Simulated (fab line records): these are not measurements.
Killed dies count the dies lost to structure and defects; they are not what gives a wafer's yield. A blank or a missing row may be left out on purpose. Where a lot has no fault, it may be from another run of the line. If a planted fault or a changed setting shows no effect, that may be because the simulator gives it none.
A struck lot beside a sound one + flow nandHarc + 15 steps out of a route of 1159
Sound: wafers L524.2, L524.5, L524.6. Wafers struck: L537.2, L537.6. The cause comes at the end.
For every step that has rows: the tool of each side, followed by ch and its chambers, followed by its first start. Under that, the readings that differ: sound wafers + struck wafers + difference of the means + sigmas: that difference in standard deviations of wafers without a fault.
alike: readings with means less than 2 such deviations apart, plus words and numbers identical on both sides. not compared: withheld readings, readings lacking a value on some wafer, bounds such as >300 that could conceal the same value, and numbers that have no deviation in the record and whose values overlap.
The two part at a step that has a row with sigmas, a row that says differs or no value, or rows on one side only. Non-overlapping numbers with no deviation appear without sigmas and do not part them. A reading missing from all wafers of one side parts the sides only when that side holds two or more wafers.

first, 7 steps without rows for these wafers: NHARC_A_CONTACT_COAT_87 (time 65 s); NHARC_A_CONTACT_COAT_02 (resist thk 90 nm); NHARC_A_CONTACT_SOFTBAKE_03 (time 55 s); NHARC_A_CONTACT_EBR_04; NHARC_A_CONTACT_EXPOSE_05 (exposes mask A CC); NHARC_A_CONTACT_PEB_06 (peb time 65 s); NHARC_A_CONTACT_DEVELOP_07 (develop time 35 s).
NHARC_A_CONTACT_CD_MEAS_08: target cd 100 nm.
  sound on cdSem-01 ch 0, day 17 21:26; struck on cdSem-02 ch 0, day 20 16:15
  alike: cdNm
NHARC_A_CONTACT_OVL_MEAS_09:
  sound on overlay-01 at day 17 21:32; struck on overlay-02 at day 20 16:20
  alike: overlayXNm, overlayYNm
NHARC_A_CONTACT_INSPECT_10:
  sound on defectInspect-02 at day 17 21:34; struck on defectInspect-02 at day 20 16:22
  alike: rawDefectCount
NHARC_A_CONTACT_DESCUM_13: chemistry O2, time 3 s.
  sound on rieDiel-08 ch 0,1,3, day 17 21:38; struck on rieDiel-08 ch 2,3, day 20 16:27
  alike: drypumpMotorCurrentA, o2FlowSccm, oesProductAu, rfVppV, showerheadPlenumPTorr, throttleValvePct
  not compared: rfHoursCounterH
NHARC_A_CONTACT_ETCH_88: etches the open film in CF4, target depth 39 nm, time 65 s.
  sound on rieDiel-08 ch 0,3, day 17 21:43; struck on rieDiel-08 ch 3, day 20 16:32
  alike: drypumpMotorCurrentA, oesProductAu, rfVppV, showerheadPlenumPTorr, throttleValvePct
  not compared: rfHoursCounterH
NHARC_A_CONTACT_ETCH_89: etches the open film in N2/H2, target depth 260 nm, time 475.3 s.
  sound on rieDiel-08 ch 0,1,2, day 17 21:52; struck on rieDiel-08 ch 0,1, day 20 16:41
| reading             | sound             | struck      | difference | sigmas |
|---------------------|-------------------|-------------|------------|--------|
| oesProductAu (a.u.) | 0.991 0.984 1.004 | 0.856 0.875 | -0.128     | -13    |
  alike: drypumpMotorCurrentA, rfVppV, showerheadPlenumPTorr, throttleValvePct
  not compared: rfHoursCounterH
NHARC_A_CONTACT_ETCH_30: etches the open film in CF4/CHF3, target depth 60.5 nm, time 30.2 s.
  sound: rieDiel-08 ch 2,3; struck: rieDiel-08 ch 3
| reading                  | sound             | struck      | difference | sigmas |
|--------------------------|-------------------|-------------|------------|--------|
| drypumpMotorCurrentA (A) | 4.9 4.9 6.2       | 6.2 6.2     | +0.9       | +2     |
| oesProductAu (a.u.)      | 0.983 0.988 0.978 | 0.932 0.927 | -0.053     | -3     |
  alike: rfVppV, showerheadPlenumPTorr, throttleValvePct
  not compared: rfHoursCounterH
-- record jumps: 3 days between struck wafers' starts before vs after; left off in module A_CONTACT, resumes in module END, first step shown is number 1159 of the route --
NHARC_END_SORT_01:
  sound on prober-01 ch 0, day 20 10:40; struck on prober-01 ch 0, day 23 06:50
  alike: killedAtArray, killedAtOther, killedAtPeriphery, killedDies, killedOpen, killedShort

## WHERE THEY PART
Earliest at NHARC_A_CONTACT_ETCH_89; latest, in this record, at NHARC_A_CONTACT_ETCH_30. Later steps at which nothing parts them and some readings are alike: NHARC_END_SORT_01.

WHY: whatever the simulator had introduced
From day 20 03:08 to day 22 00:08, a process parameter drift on rieDiel-08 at NHARC_A_CONTACT_ETCH_89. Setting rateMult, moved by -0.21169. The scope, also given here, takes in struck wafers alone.
